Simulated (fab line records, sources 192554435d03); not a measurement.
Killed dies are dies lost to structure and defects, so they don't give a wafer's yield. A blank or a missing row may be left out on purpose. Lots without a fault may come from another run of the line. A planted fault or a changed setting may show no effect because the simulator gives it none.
Split-lot experiment | flow n5_finfet | 7 lots, 21 wafers read, on a route of 1938 steps

THE SPLIT
At N5_BEOL_M0_SAQP_HM_DEP_111 (deposits SiO2 from SiH4/N2O, target thk 12 nm, time 7.2 s), the setting time_s was moved away from the recipe's 7.2 s on 5 of the 21 wafers read, by -11.6% to +14.8%. The other wafers ran this setting at the recipe's value.

FROM THE SPLIT TO THE READING: what the file shows between them, 4 steps
- N5_BEOL_M0_SAQP_COAT_81: time 60 s, resist thk 100 nm
- N5_BEOL_M0_SAQP_COAT_82: time 60 s, resist thk 30 nm
- N5_BEOL_M0_SAQP_ETCH_84: etches SOC in N2/H2, target depth 100 nm, overetch 20 nm, time 150 s
- N5_BEOL_M0_SAQP_STRIP_80: strips in N2/H2

THE READING
etch.depth_nm (the simulator's own value, which no gauge read), in nm, at N5_BEOL_M0_SAQP_HM_OPEN_112 (chemistry CHF3/O2, target SiO2, stops on a-Si, target depth 12 nm, time 13.5 s). The file gives no usual value for it. The 16 wafers here that ran the recipe average 11.94 nm, standard deviation 0.21 nm.

wafer  | tool, chamber at the split | time_s as run, s | against the recipe | etch.depth_nm, nm | against lot-mates on the recipe
L075.2 | pecvd-03, 1                | 7.2              | recipe             | 11.66             | -
L075.3 | pecvd-03, 1                | 7.2              | recipe             | 11.96             | -
L075.6 | pecvd-03, 0                | 7.2              | recipe             | 12.24             | -
L076.3 | pecvd-02, 1                | 8.266            | +14.8%             | 13.48             | +1.61
L076.4 | pecvd-02, 1                | 7.2              | recipe             | 11.87             | -
L076.5 | pecvd-02, 0                | 8.266            | +14.8%             | 13.53             | +1.66
L080.2 | pecvd-03, 1                | 7.2              | recipe             | 11.73             | -
L080.5 | pecvd-03, 2                | 7.2              | recipe             | 12.29             | -
L080.6 | pecvd-03, 1                | 7.2              | recipe             | 11.98             | -
L081.2 | pecvd-02, 1                | 7.2              | recipe             | 11.55             | -
L081.5 | pecvd-02, 2                | 6.574            | -8.7%              | 10.94             | -0.81
L081.6 | pecvd-02, 0                | 7.2              | recipe             | 11.95             | -
L084.3 | pecvd-03, 1                | 7.2              | recipe             | 11.74             | -
L084.5 | pecvd-03, 1                | 7.2              | recipe             | 11.93             | -
L084.6 | pecvd-03, 2                | 7.2              | recipe             | 12.15             | -
L085.2 | pecvd-03, 2                | 7.2              | recipe             | 11.97             | -
L085.3 | pecvd-03, 0                | 7.2              | recipe             | 11.85             | -
L085.5 | pecvd-03, 1                | 8.128            | +12.9%             | 13.5              | +1.59
L093.1 | pecvd-01, 0                | 6.362            | -11.6%             | 10.47             | -1.63
L093.3 | pecvd-01, 0                | 7.2              | recipe             | 12.24             | -
L093.5 | pecvd-01, 1                | 7.2              | recipe             | 11.97             | -

THE FIT
A straight line over all 21 wafers: etch.depth_nm changes by +0.113 nm for each +1% of time_s; r = +0.97; the points scatter about the line by 0.2 nm.
The same after taking each lot's own level away (the mean of its wafers on the recipe; 21 wafers): +0.117 nm for each +1%; r = +0.97; scatter 0.19 nm.
On that fit, the largest move of time_s shifts the reading by 1.7 nm.
The lots' own levels span 11.750 to 12.105 nm, that is 1.7 times the standard deviation above.
So the lot-to-lot level changes the slope little: the two slopes agree.
Check: with one of the wafers moved furthest among these (+14.8%) left out of the fit, the line predicts +1.76 nm for it against its lot-mates. It came out at +1.61 nm against them.

THE WHOLE CHAIN: every reading that the file lists as answering this split, in the file's order
step                        | what it does                                                                   | reading                                                                                 | change (the file's fit)               | r (the file's)
N5_BEOL_M0_SAQP_HM_DEP_111  | deposits SiO2 from SiH4/N2O, target thk 12 nm, time 7.2 s                      | SiO2_of_BEOL_M0_SAQP_HM_DEP_111.thk_nm (the simulator's own value, which no gauge read) | +0.119 nm for each +1% of the setting | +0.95
N5_BEOL_M0_SAQP_HM_OPEN_112 | chemistry CHF3/O2, target SiO2, stops on a-Si, target depth 12 nm, time 13.5 s | etch.depth_nm (the simulator's own value, which no gauge read)                          | +0.118 nm for each +1% of the setting | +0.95

THE FILE'S OWN FIT
etch.depth_nm changes by +0.118 nm for each +1% of time_s, r = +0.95.
